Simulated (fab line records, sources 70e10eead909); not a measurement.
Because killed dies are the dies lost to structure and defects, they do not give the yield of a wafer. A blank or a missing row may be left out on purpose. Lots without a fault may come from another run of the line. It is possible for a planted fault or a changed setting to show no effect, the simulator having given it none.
Chamber matching	flow nand-harc	4 sister chambers for NHARC_A_M0_STRIP_18 on rie-diel-09
The step strips in N2/H2. 8 wafers are shown with their chamber, then 8 later ones without.

== WAFERS, EACH WITH ITS CHAMBER ==
wafer	chamber	oes-product-au (a.u.)	throttle-valve-pct (%)
L078.1	0	1.005	14.166
L079.2	3	0.987	14.179
L079.5	1	1.009	14.178
L079.6	2	0.988	14.166
L081.3	2	1.002	14.188
L081.4	0	1.011	14.166
L081.6	3	1.005	14.179
L083.2	1	1.012	14.175

== WAFERS WHOSE CHAMBER IS MISSING ==
wafer	oes-product-au (a.u.)	throttle-valve-pct (%)
L083.4	0.989	14.181
L083.6	1.003	14.164
L089.1	0.994	14.175
L089.3	1.001	14.174
L089.6	1.006	14.155
L097.2	1.007	14.160
L097.3	0.996	14.182
L097.6	1.014	14.177

== WHICH CHAMBER EACH ONE RAN IN ==
wafer	from the rows above	in truth
L083.4	can't be placed: 3 or 2 or 1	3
L083.6	can't be placed: 0 or 1 or 2 or 3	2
L089.1	can't be placed: 2 or 3 or 1 or 0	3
L089.3	can't be placed: 2 or 3 or 1 or 0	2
L089.6	can't be placed: 0 or 1 or 2 or 3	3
L097.2	can't be placed: 0 or 1 or 2 or 3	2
L097.3	can't be placed: 3 or 2 or 1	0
L097.6	can't be placed: 1 or 0 or 3 or 2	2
Correct placement for 0 of the 8. Unplaceable from these rows: 8, with the true chamber sitting among the candidates in 7. Wrongly placed: 0.
How it was worked out, from the rows above alone: a wafer's distance from a chamber is the root of the sum, over the readings, of the square of ((its reading less the chamber's mean) divided by the reading's scatter). The wafer belongs to the nearest chamber; if the next one is less than 2 further off, it can't be placed. Each chamber's mean is taken over the wafers shown for it. How the scatter is found: for the shown wafers, subtract from each reading the mean of its chamber, square and add these, divide the total by (wafers less chambers), then take the root.
